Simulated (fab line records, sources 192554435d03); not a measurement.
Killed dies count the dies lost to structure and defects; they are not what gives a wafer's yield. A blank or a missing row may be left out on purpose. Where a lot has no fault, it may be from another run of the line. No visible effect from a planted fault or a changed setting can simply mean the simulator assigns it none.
fab line records | flow n5_finfet | part 1 of 2: steps 1 to 17 of 29
record: lots: 5 | wafers: 15 | last_day: 17
route steps=1938 shown BEOL_M15@1813 PASS1_DEP@1831 MIM_BOT@1832 MIM_TOP@1834 MIM_TOP_LITHO@1839
lots that met no fault: taken from a fault-free run of the same line
start_h: the number of hours between the record's first day and the start of the first shown wafer of the lot | wait_h: time in hours since the lot's previous step | " repeats the value in the row above | L1.1+2: a single row standing in for several wafers | - no value, or no start was given | * or withheld: withheld | < > ~ a bound
route shown NAME@n: names a module that has steps shown in the file, with the first one's number in the route | usual: mean/standard deviation of fault-free wafers | same: alike in all rows | chamber/n: place in a boat | sites: each site's reading | _std_site: standard deviation of those values | _edge_site: outer sites' mean less inner sites' | radius_mm: how far each site lies from the wafer's centre | mask NAME#n: copy n | behind: tool/chamber where the wafer was last shaped | hold: what put the lot on hold/how long, in hours/how the hold closed | device: the n, p or np transistor that did not switch | end of line: the same wafers' tests at the end of the route | where a step has no rows: the recipe by itself | killed: dies that structure and defects cost at the first sort, which is not the same as the wafer's yield | map: a wafer's dies, x killed, . not, _ none there
set.NAME: setting as actually run; set.NAME@STEP: the setting as run at that earlier step | model.NAME: the simulator's own value behind a step, which no gauge read
lots at selected steps of the route; one table per step, one row per wafer
services: when a tool's chamber went out of use (start_h, in hours from the record's first day, below 0 if earlier), for how many hours, and the reason
== steps ==
step: N5_BEOL_M15_STRIP_37
recipe: chemistry: O2 | power_w: 600 | temp_c: 60 | pressure_mtorr: 30 | rf_frequency_hz: 6e+07 | bias_power_w: 0 | overash_fraction: 0.3 | o2_flow_sccm: 225
usual: drypump_motor_current_A: 5.37/0.28 | o2_flow_sccm: 225.0/0.7 | oes_product_au: 0.82/0.097 | rf_vpp_V: 3.6/0.77 | showerhead_plenum_p_Torr: 2.10/0.048 | throttle_valve_pct: 16.58/0.22
same: overash_fraction: 0.3
lot.wafer | tool        | chamber | start_h | wait_h | drypump_motor_current_A | o2_flow_sccm | oes_product_au | rf_hours_counter_h | rf_vpp_V | showerhead_plenum_p_Torr | throttle_valve_pct
L074.1    | rie_diel-05 | 2       | -       | -      | 5.69                    | 226.2        | 0.88           | 34                 | 4.0      | 2.13                     | 16.33
L074.4    | "           | 1       | "       | "      | 5.45                    | 224.3        | 0.88           | 52                 | 3.7      | 2.05                     | 16.31
L074.5    | "           | 2       | "       | "      | 5.71                    | 225.5        | 0.88           | -                  | 5.1      | 2.13                     | 16.35
L089.4    | rie_diel-03 | 2       | -       | -      | 5.26                    | 225.3        | 0.88           | 27                 | 3.5      | 2.06                     | 16.51
L089.5    | "           | 2       | "       | "      | 5.20                    | 224.7        | 0.88           | -                  | 3.8      | 2.06                     | 16.48
L089.6    | "           | 3       | "       | "      | 5.16                    | 225.5        | 0.88           | -                  | 3.0      | 2.12                     | 16.48
L090.1    | rie_diel-03 | 3       | -       | -      | 5.16                    | 225.7        | 0.87           | 36                 | 3.1      | 2.12                     | 16.50
L090.5    | "           | 3       | "       | "      | 5.16                    | 225.8        | 0.88           | -                  | 3.3      | 2.12                     | 16.49
L090.6    | "           | 0       | "       | "      | 5.93                    | 225.0        | 0.68           | -                  | 3.3      | 2.06                     | 16.58
L092.4    | rie_diel-05 | 2       | -       | -      | 5.67                    | 225.7        | 0.86           | 56                 | 4.0      | 2.12                     | 16.38
L092.5    | "           | 0       | "       | "      | 5.04                    | 224.2        | 0.90           | -                  | 2.6      | 2.11                     | 16.59
L092.6    | "           | 1       | "       | "      | 5.43                    | 224.8        | 0.85           | -                  | 4.8      | 2.04                     | 16.36
L096.2    | rie_diel-03 | 1       | -       | -      | 5.29                    | 226.0        | 0.73           | 129                | 4.5      | 2.20                     | 16.73
L096.5    | "           | 0       | "       | "      | 5.93                    | 224.9        | 0.99           | -                  | 4.3      | 2.06                     | 16.21
L096.6    | "           | 3       | "       | "      | 5.15                    | 223.5        | 0.86           | -                  | 2.5      | 2.11                     | 16.51
step: N5_BEOL_M15_ETCH_38
recipe: chemistry: CF4/N2 | target: SiCN | target_depth_a: 1064 | taper_deg: 2 | time_s: 120.5 | ion_energy_ev: 150 | mask_material: SiO2 | pressure_mtorr: 40 | source_w: 430 | bias_w: 70 | Ar_flow_sccm: 100 | cf4_flow_sccm: 60 | n2_flow_sccm: 60
usual: drypump_motor_current_A: 5.37/0.28 | oes_product_au: 0.82/0.096 | rf_vpp_V: 382.5/1.5 | showerhead_plenum_p_Torr: 2.21/0.056 | throttle_valve_pct: 15.36/0.23
lot.wafer | tool        | chamber | start_h | wait_h | drypump_motor_current_A | oes_product_au | rf_hours_counter_h | rf_vpp_V | showerhead_plenum_p_Torr | throttle_valve_pct
L074.1    | rie_diel-05 | 2       | -       | -      | 5.67                    | 0.91           | 34                 | 383.7    | 2.25                     | 15.13
L074.4    | "           | 1       | "       | "      | 5.45                    | 0.87           | 52                 | 382.1    | 2.15                     | 15.00
L074.5    | "           | 2       | "       | "      | 5.69                    | 0.91           | -                  | 383.5    | 2.25                     | 15.12
L089.4    | rie_diel-03 | 2       | -       | -      | 5.24                    | 0.89           | 27                 | 381.5    | 2.16                     | 15.22
L089.5    | "           | 2       | "       | "      | 5.26                    | 0.90           | -                  | 381.7    | 2.16                     | 15.23
L089.6    | "           | 3       | "       | "      | 5.14                    | 0.90           | -                  | 384.0    | 2.25                     | 15.39
L090.1    | rie_diel-03 | 3       | -       | -      | 5.12                    | 0.88           | 36                 | 382.3    | 2.25                     | 15.38
L090.5    | "           | 3       | "       | "      | 5.13                    | 0.88           | -                  | 383.4    | 2.25                     | 15.36
L090.6    | "           | 0       | "       | "      | 5.95                    | 0.67           | -                  | 382.6    | 2.16                     | 15.35
L092.4    | rie_diel-05 | 2       | -       | -      | 5.67                    | 0.89           | 56                 | 382.5    | 2.25                     | 15.18
L092.5    | "           | 0       | "       | "      | 5.02                    | 0.89           | -                  | 383.5    | 2.25                     | 15.45
L092.6    | "           | 1       | "       | "      | 5.46                    | 0.83           | -                  | 380.0    | 2.14                     | 15.07
L096.2    | rie_diel-03 | 1       | -       | -      | 5.29                    | 0.73           | 129                | 384.4    | 2.32                     | 15.52
L096.5    | "           | 0       | "       | "      | 5.92                    | 0.96           | -                  | 380.6    | 2.16                     | 14.89
L096.6    | "           | 3       | "       | "      | 5.15                    | 0.86           | -                  | 383.5    | 2.24                     | 15.39
step: N5_BEOL_M15_PRECLEAN_39
recipe: chemistry: residue_remover | time_s: 60 | temp_c: 40
lot.wafer  | tool         | chamber | start_h | wait_h
L074.1+4+5 | wet_bench-03 | 7,5,1   | 273.37  | -
L089.4+5+6 | wet_bench-03 | 3,0,2   | 351.51  | -
L090.1+5+6 | wet_bench-03 | 7,6,2   | 360.41  | -
L092.4+5+6 | wet_bench-02 | 7,6,4   | 368.81  | -
L096.2+5+6 | wet_bench-02 | 5,6,3   | 393.78  | -
step: N5_BEOL_M15_SRD_40
recipe: time_s: 30 | temp_c: 23 | rinse_liquid: diw | dry: n2_spin | spin_rpm: 1500 | dry_time_s: 30
usual: do_supply_ppb: 10.01/0.095
lot.wafer | tool         | chamber | start_h | wait_h | do_supply_ppb
L074.1    | wet_bench-03 | 7       | 273.39  | 0.0    | 10.26
L074.4    | "            | 5       | "       | "      | 9.90
L074.5    | "            | 1       | "       | "      | 9.83
L089.4    | wet_bench-03 | 3       | 351.53  | 0.0    | 10.01
L089.5    | "            | 0       | "       | "      | 10.05
L089.6    | "            | 2       | "       | "      | 10.11
L090.1    | wet_bench-03 | 7       | 360.43  | 0.0    | 10.11
L090.5    | "            | 6       | "       | "      | 10.17
L090.6    | "            | 2       | "       | "      | 9.98
L092.4    | wet_bench-02 | 7       | 368.85  | 0.0    | 9.94
L092.5    | "            | 6       | "       | "      | 10.10
L092.6    | "            | 4       | "       | "      | 10.03
L096.2    | wet_bench-02 | 5       | 393.80  | 0.0    | 10.19
L096.5    | "            | 6       | "       | "      | 10.12
L096.6    | "            | 3       | "       | "      | 10.12
step: N5_BEOL_M15_DEGAS_41
recipe: ambient: vacuum | temp_c: 300 | time_s: 60
usual: heater_power_w: 473/43
lot.wafer | tool           | chamber | start_h | wait_h | heater_power_w
L074.1    | pvd_sputter-01 | -       | 273.74  | 0.3    | 450
L074.4    | "              | -       | "       | "      | 440
L074.5    | "              | -       | "       | "      | 449
L089.4    | pvd_sputter-02 | -       | 351.96  | 0.4    | 448
L089.5    | "              | -       | "       | "      | 449
L089.6    | "              | -       | "       | "      | 504
L090.1    | pvd_sputter-01 | -       | 360.73  | 0.3    | 455
L090.5    | "              | -       | "       | "      | 458
L090.6    | "              | -       | "       | "      | 443
L092.4    | pvd_sputter-02 | -       | 369.31  | 0.4    | 593
L092.5    | "              | -       | "       | "      | 577
L092.6    | "              | -       | "       | "      | 442
L096.2    | pvd_sputter-02 | -       | 394.17  | 0.4    | 570
L096.5    | "              | -       | "       | "      | 487
L096.6    | "              | -       | "       | "      | 443
step: N5_BEOL_M15_PRE_CLEAN_42
recipe: gas: H2/He | time_s: 30 | temp_c: 300
usual: heater_power_w: 474/44
lot.wafer | tool           | chamber | start_h | wait_h | heater_power_w
L074.1    | pvd_sputter-01 | -       | 273.78  | 0.0    | 444
L074.4    | "              | -       | "       | "      | 460
L074.5    | "              | -       | "       | "      | 453
L089.4    | pvd_sputter-02 | -       | 352.00  | 0.0    | 442
L089.5    | "              | -       | "       | "      | 451
L089.6    | "              | -       | "       | "      | 504
L090.1    | pvd_sputter-01 | -       | 360.77  | 0.0    | 447
L090.5    | "              | -       | "       | "      | 460
L090.6    | "              | -       | "       | "      | 452
L092.4    | pvd_sputter-02 | -       | 369.35  | 0.0    | 577
L092.5    | "              | -       | "       | "      | 579
L092.6    | "              | -       | "       | "      | 462
L096.2    | pvd_sputter-02 | -       | 394.21  | 0.0    | 573
L096.5    | "              | -       | "       | "      | 505
L096.6    | "              | -       | "       | "      | 463
step: N5_BEOL_M15_SPUTTER_43
recipe: material: TaN | target_thk_a: 150 | temp_c: 50 | bias_v: 168.6 | power_w: 15000 | chamber_pressure_pa: 0.12 | time_s: 24.19
usual: throttle_valve_pct: 29.4/1.1
lot.wafer | tool           | chamber | start_h | wait_h | throttle_valve_pct
L074.1    | pvd_sputter-01 | -       | 273.82  | 0.0    | 30.4
L074.4    | "              | -       | "       | "      | 27.3
L074.5    | "              | -       | "       | "      | 27.6
L089.4    | pvd_sputter-02 | -       | 352.04  | 0.0    | 28.3
L089.5    | "              | -       | "       | "      | 29.7
L089.6    | "              | -       | "       | "      | 30.8
L090.1    | pvd_sputter-01 | -       | 360.81  | 0.0    | 29.9
L090.5    | "              | -       | "       | "      | 27.2
L090.6    | "              | -       | "       | "      | 30.0
L092.4    | pvd_sputter-02 | -       | 369.39  | 0.0    | 30.0
L092.5    | "              | -       | "       | "      | 30.2
L092.6    | "              | -       | "       | "      | 29.6
L096.2    | pvd_sputter-02 | -       | 394.25  | 0.0    | 30.0
L096.5    | "              | -       | "       | "      | 30.6
L096.6    | "              | -       | "       | "      | 28.0
step: N5_BEOL_M15_SPUTTER_44
recipe: material: Ta | target_thk_a: 150 | temp_c: 50 | bias_v: 80 | power_w: 15000 | chamber_pressure_pa: 0.07 | time_s: 24.19
usual: throttle_valve_pct: 29.4/1.1
lot.wafer | tool           | chamber | start_h | wait_h | throttle_valve_pct
L074.1    | pvd_sputter-01 | -       | 273.90  | 0.0    | 30.4
L074.4    | "              | -       | "       | "      | 27.2
L074.5    | "              | -       | "       | "      | 27.3
L089.4    | pvd_sputter-02 | -       | 352.12  | 0.0    | 28.5
L089.5    | "              | -       | "       | "      | 30.0
L089.6    | "              | -       | "       | "      | 30.8
L090.1    | pvd_sputter-01 | -       | 360.89  | 0.0    | 30.0
L090.5    | "              | -       | "       | "      | 27.2
L090.6    | "              | -       | "       | "      | 29.6
L092.4    | pvd_sputter-02 | -       | 369.47  | 0.0    | 30.4
L092.5    | "              | -       | "       | "      | 30.4
L092.6    | "              | -       | "       | "      | 29.8
L096.2    | pvd_sputter-02 | -       | 395.73  | 1.4    | 30.1
L096.5    | "              | -       | "       | "      | 30.8
L096.6    | "              | -       | "       | "      | 28.1
step: N5_BEOL_M15_SPUTTER_45
recipe: material: Cu | target_thk_a: 1000 | temp_c: -20 | bias_v: 60 | power_w: 26000 | chamber_pressure_pa: 0.13 | time_s: 16.67
usual: chuck_gas_flow_sccm: 1.27/0.049 | throttle_valve_pct: 29.5/1.1
lot.wafer | tool           | chamber | start_h | wait_h | chuck_gas_flow_sccm | throttle_valve_pct
L074.1    | pvd_sputter-01 | -       | 273.98  | 0.0    | 1.21                | 30.4
L074.4    | "              | -       | "       | "      | 1.26                | 27.5
L074.5    | "              | -       | "       | "      | 1.29                | 27.2
L089.4    | pvd_sputter-02 | -       | 352.20  | 0.0    | 1.27                | 28.1
L089.5    | "              | -       | "       | "      | 1.32                | 29.9
L089.6    | "              | -       | "       | "      | 1.14                | 30.9
L090.1    | pvd_sputter-01 | -       | 360.97  | 0.0    | 1.23                | 29.9
L090.5    | "              | -       | "       | "      | 1.29                | 27.5
L090.6    | "              | -       | "       | "      | 1.23                | 29.8
L092.4    | pvd_sputter-02 | -       | 369.55  | 0.0    | 1.21                | 30.4
L092.5    | "              | -       | "       | "      | 1.26                | 30.4
L092.6    | "              | -       | "       | "      | 1.30                | 29.6
L096.2    | pvd_sputter-02 | -       | 395.81  | 0.0    | 1.25                | 30.4
L096.5    | "              | -       | "       | "      | 1.28                | 31.0
L096.6    | "              | -       | "       | "      | 1.29                | 28.0
step: N5_BEOL_M15_ECD_47
recipe: material: Cu | target_thk_a: 18600
lot.wafer  | tool      | chamber | start_h | wait_h
L074.1+4+5 | ecd_cu-01 | 1       | 274.09  | 0.1
L089.4+5+6 | ecd_cu-02 | 0,0,1   | 352.39  | 0.2
L090.1+5+6 | ecd_cu-02 | 0,1,0   | 361.09  | 0.1
L092.4+5+6 | ecd_cu-02 | 1,0,1   | 369.74  | 0.2
L096.2+5+6 | ecd_cu-02 | 1,0,1   | 395.93  | 0.1
step: N5_BEOL_M15_ANNEAL_48
recipe: temp_c: 225 | time_s: 90 | ambient: N2
usual: anneal_temp_c_max: 226.5/0.34 | wafer_temp_C_max: 226.5/0.32
lot.wafer | tool          | chamber | start_h | wait_h | anneal_temp_c_max | wafer_temp_C_max
L074.1    | rtp_anneal-01 | 0       | 274.34  | 0.2    | 226.9             | 226.9
L074.4    | "             | 0       | "       | "      | 227.0             | 226.3
L074.5    | "             | 0       | "       | "      | 226.5             | 226.5
L089.4    | rtp_anneal-01 | 0       | 353.38  | 0.9    | 226.6             | 226.7
L089.5    | "             | 0       | "       | "      | 227.0             | 226.5
L089.6    | "             | 0       | "       | "      | 226.9             | 227.0
L090.1    | rtp_anneal-01 | 0       | 361.33  | 0.2    | 227.0             | 226.5
L090.5    | "             | 0       | "       | "      | 226.6             | 227.6
L090.6    | "             | 0       | "       | "      | 227.1             | 226.7
L092.4    | rtp_anneal-01 | 0       | 370.04  | 0.2    | 226.6             | 226.4
L092.5    | "             | 0       | "       | "      | 226.6             | 226.7
L092.6    | "             | 0       | "       | "      | 226.6             | 226.5
L096.2    | rtp_anneal-01 | 0       | 396.22  | 0.2    | 226.2             | 226.4
L096.5    | "             | 0       | "       | "      | 226.5             | 226.1
L096.6    | "             | 0       | "       | "      | 226.4             | 226.7
step: N5_BEOL_M15_CMP_49
recipe: stop_on: SiO2 | t_overpolish_s: 4.9 | down_force_psi: 2 | platen_rpm: 80 | clearing_platen_down_force_psi: 2 | clearing_platen_rpm: 80 | post_cmp_clean: cu_alkaline | target_thk_nm: 850 | clearing_platen_pad_velocity_m_s: 1.5917 | pad_velocity_m_s: 1.5917
usual: barrier_field_endpoint_s: 11.41/0.26 | motor_current_A: 7.9/0.58 | overpolish_run_s: 4.900/0.009
lot.wafer | tool   | chamber | start_h | wait_h | barrier_field_endpoint_s | motor_current_A | overpolish_run_s
L074.4    | cmp-01 | 1       | 274.63  | 0.1    | 11.36                    | 8.2             | 4.893
L074.1    | "      | 0       | "       | "      | 11.35                    | 8.8             | 4.895
L074.5    | "      | 1       | "       | "      | 11.10                    | 8.2             | 4.890
L089.4    | cmp-04 | 2       | 353.77  | 0.3    | 11.47                    | 8.1             | 4.896
L089.5    | "      | 0       | "       | "      | 11.42                    | 8.2             | 4.876
L089.6    | "      | 1       | "       | "      | 11.79                    | 7.6             | 4.900
L090.1    | cmp-03 | 1       | 361.74  | 0.4    | 11.53                    | 7.2             | 4.905
L090.5    | "      | 2       | "       | "      | 11.21                    | 6.9             | 4.912
L090.6    | "      | 3       | "       | "      | 11.83                    | 7.8             | 4.909
L092.4    | cmp-04 | 2       | 370.36  | 0.3    | 11.05                    | 7.9             | 4.905
L092.5    | "      | 3       | "       | "      | 11.32                    | 7.5             | 4.886
L092.6    | "      | 0       | "       | "      | 11.25                    | 8.3             | 4.909
L096.2    | cmp-01 | 1       | 396.60  | 0.3    | 11.10                    | 7.8             | 4.898
L096.5    | "      | 2       | "       | "      | 11.45                    | 8.7             | 4.898
L096.6    | "      | 3       | "       | "      | 11.30                    | 7.5             | 4.907
step: N5_BEOL_M15_THK_MEAS_50
recipe: thk_meas_gauge: xrf | reads: Cu_of_BEOL_M15_ECD_47
usual: M15_THK: 867/18
lot.wafer | tool          | chamber | start_h | wait_h | M15_THK[nm]
L074.1    | film_metro-01 | -       | 274.93  | -      | 882
L074.4    | "             | -       | "       | "      | 855
L074.5    | "             | -       | "       | "      | 850
L089.4    | film_metro-02 | -       | 353.99  | -      | 887
L089.5    | "             | -       | "       | "      | 854
L089.6    | "             | -       | "       | "      | 889
L090.1    | film_metro-02 | -       | 361.92  | -      | 886
L090.5    | "             | -       | "       | "      | 867
L090.6    | "             | -       | "       | "      | 848
L092.4    | film_metro-02 | -       | 370.55  | -      | 877
L092.5    | "             | -       | "       | "      | 885
L092.6    | "             | -       | "       | "      | 874
L096.2    | film_metro-01 | -       | 396.78  | -      | 845
L096.5    | "             | -       | "       | "      | 891
L096.6    | "             | -       | "       | "      | 868
step: N5_BEOL_M15_PRE_CLEAN_52
recipe: gas: NH3 | time_s: 15 | temp_c: withheld | rf_power_w: 300
lot.wafer  | tool     | chamber | start_h | wait_h
L074.1+4+5 | pecvd-02 | 2,2,1   | 274.97  | 0.0
L089.4+5+6 | pecvd-02 | 0,1,2   | 354.04  | 0.0
L090.1+5+6 | pecvd-04 | 0,0,1   | 361.96  | 0.0
L092.4+5+6 | pecvd-02 | 2,1,0   | 370.59  | 0.0
L096.2+5+6 | pecvd-04 | 0,1,0   | 396.82  | 0.0
step: N5_BEOL_M15_DEP_53
recipe: material: SiCN | target_thk_a: 500 | temp_c: withheld | precursor: 3MS/NH3 | pressure_torr: 3 | rf_w: 675 | time_s: 17.8
usual: showerhead_plenum_p_Torr: 4.179/0.027 | throttle_valve_pct: 17.9/0.77
lot.wafer | tool     | chamber | start_h | wait_h | showerhead_plenum_p_Torr | throttle_valve_pct
L074.1    | pecvd-02 | 2       | 274.99  | 0.0    | 4.189                    | 17.3
L074.4    | "        | 2       | "       | "      | 4.200                    | 17.2
L074.5    | "        | 1       | "       | "      | 4.207                    | 18.0
L089.4    | pecvd-02 | 0       | 354.07  | 0.0    | 4.183                    | 19.1
L089.5    | "        | 1       | "       | "      | 4.199                    | 18.3
L089.6    | "        | 2       | "       | "      | 4.197                    | 17.1
L090.1    | pecvd-04 | 0       | 361.99  | 0.0    | 4.170                    | 17.9
L090.5    | "        | 0       | "       | "      | 4.170                    | 18.0
L090.6    | "        | 1       | "       | "      | 4.159                    | 17.1
L092.4    | pecvd-02 | 2       | 370.62  | 0.0    | 4.202                    | 17.5
L092.5    | "        | 1       | "       | "      | 4.207                    | 18.5
L092.6    | "        | 0       | "       | "      | 4.193                    | 19.2
L096.2    | pecvd-04 | 0       | 396.84  | 0.0    | 4.169                    | 17.8
L096.5    | "        | 1       | "       | "      | 4.169                    | 17.1
L096.6    | "        | 0       | "       | "      | 4.167                    | 17.9
step: N5_BEOL_M15_RS_MEAS_54
recipe: thk_meas_gauge: four-point-probe | reads: Cu_of_BEOL_M15_ECD_47+Ta_of_BEOL_M15_SPUTTER_44+TaN_of_BEOL_M15_SPUTTER_43
usual: M15_RS: 0.0215/0.00043
lot.wafer | tool          | chamber | start_h | wait_h | M15_RS[ohm/sq]
L074.1    | film_metro-01 | -       | 275.06  | 0.0    | 0.0211
L074.4    | "             | -       | "       | "      | 0.0216
L074.5    | "             | -       | "       | "      | 0.0218
L089.4    | film_metro-01 | -       | 354.12  | 0.0    | 0.0209
L089.5    | "             | -       | "       | "      | 0.0217
L089.6    | "             | -       | "       | "      | 0.0209
L090.1    | film_metro-02 | -       | 362.05  | 0.0    | 0.0212
L090.5    | "             | -       | "       | "      | 0.0215
L090.6    | "             | -       | "       | "      | 0.0220
L092.4    | film_metro-01 | -       | 370.69  | 0.0    | 0.0215
L092.5    | "             | -       | "       | "      | 0.0212
L092.6    | "             | -       | "       | "      | 0.0216
L096.2    | film_metro-01 | -       | 396.91  | 0.1    | 0.0220
L096.5    | "             | -       | "       | "      | 0.0208
L096.6    | "             | -       | "       | "      | 0.0214
step: N5_BEOL_M15_INSPECT_55
recipe: inspect_instrument: darkfield | mode: post_dep
usual: raw_defect_count: 70/23
lot.wafer | tool              | chamber | start_h | wait_h | raw_defect_count
L074.1    | defect_inspect-01 | -       | 275.08  | 0.0    | 81
L074.4    | "                 | -       | "       | "      | 64
L074.5    | "                 | -       | "       | "      | 99
L089.4    | defect_inspect-02 | -       | 354.14  | 0.0    | 76
L089.5    | "                 | -       | "       | "      | 108
L089.6    | "                 | -       | "       | "      | 116
L090.1    | defect_inspect-01 | -       | 362.08  | 0.0    | 90
L090.5    | "                 | -       | "       | "      | 62
L090.6    | "                 | -       | "       | "      | 74
L092.4    | defect_inspect-01 | -       | 370.71  | 0.0    | 89
L092.5    | "                 | -       | "       | "      | 64
L092.6    | "                 | -       | "       | "      | 82
L096.2    | defect_inspect-02 | -       | 396.94  | 0.0    | 17
L096.5    | "                 | -       | "       | "      | 40
L096.6    | "                 | -       | "       | "      | 59
